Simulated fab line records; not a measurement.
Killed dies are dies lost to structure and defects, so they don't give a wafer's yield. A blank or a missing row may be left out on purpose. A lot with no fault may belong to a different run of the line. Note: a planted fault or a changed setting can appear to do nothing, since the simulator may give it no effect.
The tool behind it: which one? -- flow nand-harc -- 24 lots with 72 wafers sampled at 4 steps, on a route of 1302 steps

WHAT EACH GAUGE READ, for each wafer
NHARC_A_ONON_D1_THK_MEAS_05: measures by ellipsometry.
lot,measured,on,thk-nm (nm)
L074,day 7 21:02,film-metro-02,994 992 992
L075,day 8 01:46,film-metro-01,1009 1008 1008
L076,day 8 14:13,film-metro-01,1004 1005 1004
L077,day 8 23:56,film-metro-01,997 1001 998
L078,day 9 11:13,film-metro-02,995 996 996
L079,day 9 15:04,film-metro-02,1002 1002 1001
L080,day 10 10:06,film-metro-02,1001 1000 1002
L081,day 10 19:57,film-metro-01,1013 1016 1015
L082,day 11 02:17,film-metro-01,1005 1005 1003
L083,day 11 12:29,film-metro-01,1015 1014 1015
L085,day 12 05:26,film-metro-02,987 988 985
L084,day 12 05:26,film-metro-02,998 999 997
L086,day 12 17:12,film-metro-02,1002 1000 1000
L088,day 13 22:14,film-metro-01,993 993 992
L087,day 13 22:16,film-metro-02,1002 1005 1004
L089,day 13 22:16,film-metro-01,1008 1006 1010
L090,day 14 08:44,film-metro-01,998 996 996
L091,day 14 20:10,film-metro-01,993 993 992
L092,day 15 04:25,film-metro-01,1008 1008 1009
L094,day 16 04:39,film-metro-02,1004 1002 1005
L093,day 16 04:40,film-metro-01,1003 999 999
L095,day 16 09:33,film-metro-02,988 989 988
L096,day 17 02:17,film-metro-01,994 995 995
L097,day 17 02:17,film-metro-01,997 999 999

NHARC_A_ONON_D1_THK_MEAS_30: measures by ellipsometry.
lot,measured,on,thk-nm (nm)
L074,day 8 10:03,film-metro-02,985 983 983
L075,day 8 13:30,film-metro-02,994 993 994
L076,day 9 02:07,film-metro-01,1010 1009 1010
L077,day 9 11:42,film-metro-02,1006 1006 1006
L078,day 10 02:54,film-metro-02,987 987 989
L079,day 10 02:52,film-metro-01,993 992 992
L080,day 10 21:50,film-metro-02,1000 1003 1002
L081,day 11 07:43,film-metro-02,1005 1005 1004
L082,day 11 13:51,film-metro-01,995 995 995
L083,day 12 00:17,film-metro-02,1004 1006 1005
L085,day 12 17:35,film-metro-01,1009 1011 1009
L084,day 12 17:23,film-metro-01,1000 999 997
L086,day 13 04:56,film-metro-02,994 993 994
L088,day 14 10:24,film-metro-01,989 990 989
L087,day 14 10:45,film-metro-01,1031 1032 1031
L089,day 14 10:29,film-metro-02,1011 1011 1012
L090,day 14 21:01,film-metro-01,999 998 999
L091,day 15 08:09,film-metro-02,985 983 983
L092,day 15 20:40,film-metro-01,1004 1002 1004
L094,day 16 17:38,film-metro-01,1002 1000 1001
L093,day 16 17:46,film-metro-01,985 986 984
L095,day 16 21:21,film-metro-01,1000 1000 1000
L096,day 17 14:02,film-metro-01,1007 1005 1005
L097,day 17 14:02,film-metro-02,1007 1006 1006

NHARC_A_ONON_D1_INSPECT_32.
lot,measured,on,raw-defect-count
L074,day 8 10:37,defect-inspect-01,71 73 91
L075,day 8 14:03,defect-inspect-02,77 56 55
L076,day 9 02:40,defect-inspect-01,67 80 36
L077,day 9 12:14,defect-inspect-02,95 121 99
L078,day 10 03:35,defect-inspect-02,75 106 130
L079,day 10 03:28,defect-inspect-01,49 51 48
L080,day 10 22:26,defect-inspect-01,78 86 82
L081,day 11 08:15,defect-inspect-02,78 47 113
L082,day 11 14:23,defect-inspect-02,65 47 93
L083,day 12 00:50,defect-inspect-01,89 54 101
L085,day 12 18:11,defect-inspect-01,63 78 115
L084,day 12 17:56,defect-inspect-01,121 129 62
L086,day 13 05:29,defect-inspect-02,98 91 44
L088,day 14 11:05,defect-inspect-01,66 58 46
L087,day 14 11:39,defect-inspect-02,119 54 50
L089,day 14 11:22,defect-inspect-02,81 65 126
L090,day 14 21:43,defect-inspect-02,44 125 65
L091,day 15 08:41,defect-inspect-01,133 60 106
L092,day 15 21:14,defect-inspect-01,76 60 79
L094,day 16 18:10,defect-inspect-02,41 73 41
L093,day 16 18:26,defect-inspect-02,61 72 97
L095,day 16 21:53,defect-inspect-02,96 58 54
L096,day 17 14:36,defect-inspect-01,41 34 45
L097,day 17 14:35,defect-inspect-01,52 52 54

NHARC_A_CHANNEL_HOLE_D1_OVL_MEAS_11.
lot,measured,on,overlay-x-nm (nm),overlay-y-nm (nm)
L074,day 8 15:01,overlay-02,1.2 1.1 0.8,1.3 1.6 1.8
L075,day 8 17:43,overlay-02,0.3 0.2 0.3,-0.6 -1.0 -0.4
L076,day 9 09:07,overlay-02,0.2 -0.4 -0.1,0.9 0.9 0.9
L077,day 9 15:17,overlay-01,-0.3 -0.1 0.0,-0.6 -0.3 0.2
L078,day 10 07:53,overlay-01,-1.0 -1.0 -0.6,1.2 1.9 1.8
L079,day 10 07:42,overlay-01,0.8 0.8 0.6,-0.9 -0.9 -0.3
L080,day 11 04:34,overlay-02,-1.2 -1.3 -0.5,1.0 0.3 0.9
L081,day 11 12:16,overlay-02,-2.0 -1.6 -1.7,-0.5 -1.0 -0.7
L082,day 11 18:14,overlay-02,0.2 -0.6 0.2,-0.2 -0.1 0.2
L083,day 12 03:57,overlay-02,-1.4 -1.5 -1.2,1.3 1.4 1.3
L085,day 13 00:16,overlay-02,-0.2 -0.3 -0.6,-0.7 -0.3 -0.3
L084,day 12 23:01,overlay-01,-1.4 -1.1 -1.2,-0.6 -0.7 -0.9
L086,day 13 10:26,overlay-02,0.0 0.3 -0.2,-0.7 -1.5 -0.6
L088,day 14 13:54,overlay-01,-0.4 0.5 -0.4,1.1 1.4 1.0
L087,day 14 15:52,overlay-02,-0.3 0.2 0.5,0.1 -0.4 -0.6
L089,day 14 14:29,overlay-01,-0.7 -0.9 -0.2,1.0 0.4 1.0
L090,day 15 00:26,overlay-02,-1.2 -0.7 -0.5,-1.7 -1.7 -1.5
L091,day 15 13:38,overlay-02,-0.1 -0.3 -0.8,-1.4 -1.9 -2.1
L092,day 16 01:10,overlay-02,0.0 0.1 -0.4,1.8 2.1 2.4
L094,day 17 01:36,overlay-01,-0.4 -0.4 -0.2,-1.1 -0.8 -1.4
L093,day 17 02:34,overlay-01,0.3 0.3 0.6,-0.1 0.0 0.3
L095,day 17 04:29,overlay-01,0.5 0.8 0.3,1.0 1.6 1.4
L096,day 17 19:17,overlay-01,-0.1 0.4 0.3,0.9 0.9 0.6
L097,day 17 17:16,overlay-02,-1.1 -0.8 -1.0,-0.7 -0.3 -0.2

TOOL THAT RAN EACH LOT (tool first, then ch and the chambers of the sampled wafers, then the start)
There is no process step in the record ahead of these readings.

WHAT THE TOOLS THEMSELVES READ (means of the sampled wafers that have a number; where no wafer has one, the mark that the record gives instead)
The record holds no such reading with a usual standard deviation.

THE ANSWER, worked out from the rows above alone
Rule: the lots themselves supply what counts as usual. The widest of any qualifying gaps counts: lots, ordered by their means at a reading, are off when they make up no more than a third of the lots, leave a main group of 4 or more, and stand apart from it by 3 or more times the standard deviation of that group's means. Not used: any main group whose means are identical at the precision the tables above print for the reading. A lot without any number at a reading at which 4 lots or more have one is off too. Any other lot the step has rows for is counted as sound. Order of review: gauges by route order, followed by the tools' own readings, for which a lot's mean as printed above is used. At the first step where some lot is off, the reading lying furthest off is the one used; lots without a number count as furthest.
No lot is off at any reading shown: from this, nothing can be told.

WHAT WAS PUT IN BY THE SIMULATOR
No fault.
